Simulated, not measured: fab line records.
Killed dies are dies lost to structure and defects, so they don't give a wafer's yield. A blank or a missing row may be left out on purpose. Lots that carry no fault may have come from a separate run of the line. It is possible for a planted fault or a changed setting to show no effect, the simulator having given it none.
A struck lot beside a sound one    flow nand-harc    32 out of 1302 route steps
Sound: these wafers, L110.2, L110.3, L110.5. Struck: wafers L124.2, L124.5 (left out: L124.6, a lot-mate that was not struck); the cause follows at the end.
Each step with rows lists, per side, the tool, then ch with its chambers, then its first start. Under that, the readings that differ: sound wafers    struck wafers    difference of the means    sigmas: that difference in standard deviations of wafers without a fault.
alike: words and numbers the same on both sides, and readings whose means are apart by under 2 such deviations; not compared: readings that were withheld, readings missing a value for some wafer, numbers with overlapping values and no deviation given by the record, and bounds like >300 which may hide the same value.
A row with sigmas, a row that says differs or no value, or rows on one side alone: a step with any of these is where the two part. When numbers do not overlap yet have no deviation, they are printed without sigmas and do not part them. A reading missing from all wafers of one side parts the sides only when that side holds two or more wafers.

NHARC_A_M0_CD_MEAS_09: the cd target is 80 nm.
  sound on cd-sem-02 ch 0, day 23 07:56; struck on cd-sem-01 ch 0, day 28 12:46
  alike: cd-nm
NHARC_A_M0_OVL_MEAS_10: pitch 160 nm.
  sound: overlay-01 at day 23 08:01; struck: overlay-01 at day 28 12:51
  alike: overlay-x-nm, overlay-y-nm
NHARC_A_M0_INSPECT_11:
  sound: defect-inspect-01 at day 23 08:04; struck: defect-inspect-02 at day 28 12:53
reading           sound     struck   difference  sigmas
raw-defect-count  61 59 56  142 136  +80         +2
NHARC_A_M0_DESCUM_14: chemistry O2, time 3 s.
  sound on rie-diel-13 ch 1,2, day 23 08:07; struck on rie-diel-13 ch 3, day 28 12:57
  alike: drypump-motor-current-A, oes-product-au, rf-vpp-V, showerhead-plenum-p-Torr, throttle-valve-pct
  not compared: rf-hours-counter-h
then, 2 steps without rows for these wafers: NHARC_A_M0_ETCH_34 (etches the open film in N2/H2, target depth 40 nm, overetch 12 nm, time 43.94 s); NHARC_A_M0_ETCH_15 (etches the open film in C4F8/Ar, target depth 150 nm, overetch 15 nm, time 82.5 s).
NHARC_A_M0_CD_MEAS_16:
  sound: cd-sem-01 at day 23 08:28; struck: cd-sem-02 at day 28 13:15
  alike: cd-nm
NHARC_A_M0_STRIP_18: strips in N2/H2.
  sound on rie-diel-12 ch 1,3, day 23 08:34; struck on rie-diel-09 ch 1,3, day 28 13:24
  alike: drypump-motor-current-A, oes-product-au, rf-vpp-V, showerhead-plenum-p-Torr, throttle-valve-pct
  not compared: rf-hours-counter-h
then, 1 step without rows for these wafers: NHARC_A_M0_STRIP_19 (strips in post etch residue remover, time 600 s).
NHARC_A_M0_DEGAS_28: time 60 s.
  sound: pvd-sputter-03 at day 23 09:08; struck: pvd-sputter-02 at day 28 13:54
  alike: heater-power-w
then, 1 step without rows for these wafers: NHARC_A_M0_PRE_CLEAN_29 (time 30 s).
NHARC_A_M0_PVD_20: deposits TaN, target thk 5 nm, time 8.06 s.
  sound on pvd-sputter-03; struck on pvd-sputter-02
  alike: bias-v, chamber-pressure-pa, throttle-valve-pct
NHARC_A_M0_PVD_21: deposits Cu, target thk 30 nm, time 20.49 s.
  sound: pvd-sputter-03 at day 23 09:22; struck: pvd-sputter-02 at day 28 14:08
  alike: chamber-pressure-pa, throttle-valve-pct
then, 5 steps without rows for these wafers: NHARC_A_M0_ECD_22 (material Cu, target thk 400 nm); NHARC_A_M0_ANNEAL_30 (time 90 s); NHARC_A_M0_CMP_23 (polishes, t overpolish 20 s, target thk 113.75 nm); NHARC_A_M0_SRD_25; NHARC_A_M0_PRE_CLEAN_31 (time 12 s).
NHARC_A_M0_DEP_32: deposits SiCN, target thk 30 nm.
  sound on pecvd-02 ch 0,2, day 23 10:52; struck on pecvd-04 ch 0, day 28 15:38
  alike: heater-power-w
  not compared: since-wet-clean-h
then, 10 steps without rows for these wafers: NHARC_A_M1_DEP_00 (deposits SiOC, target thk 182.5 nm); NHARC_A_M1_DEHYDRATE_01 (time 120 s); NHARC_A_M1_HMDS_02 (time 30 s); NHARC_A_M1_COAT_34 (time 65 s); NHARC_A_M1_COAT_03 (resist thk 90 nm); NHARC_A_M1_SOFTBAKE_04 (time 55 s); NHARC_A_M1_EBR_05; NHARC_A_M1_EXPOSE_06 (exposes mask A M1, target cd 120 nm); NHARC_A_M1_PEB_07 (peb time 65 s); NHARC_A_M1_DEVELOP_08 (develop time 35 s).
NHARC_A_M1_CD_MEAS_09: the cd target is 120 nm.
  sound on cd-sem-01 ch 0, day 23 11:57; struck on cd-sem-02 ch 0, day 28 16:52
  alike: cd-nm
NHARC_A_M1_OVL_MEAS_10: pitch 240 nm.
  sound: overlay-02 at day 23 12:02; struck: overlay-02 at day 28 16:56
  alike: overlay-x-nm, overlay-y-nm
-- jump in the record: it breaks off in module A_M1 and resumes in module END (first step shown: number 1302 of the route), and 2 days separate the struck wafers' starts before and after --
NHARC_END_SORT_01:
  the record has rows for the struck wafers here (prober-01 ch 0, day 31 02:20) and none for the sound ones

== WHERE THEY PART ==
At NHARC_A_M0_INSPECT_11 first; at NHARC_END_SORT_01 last (within this record only).

WHY: what the simulator had put in
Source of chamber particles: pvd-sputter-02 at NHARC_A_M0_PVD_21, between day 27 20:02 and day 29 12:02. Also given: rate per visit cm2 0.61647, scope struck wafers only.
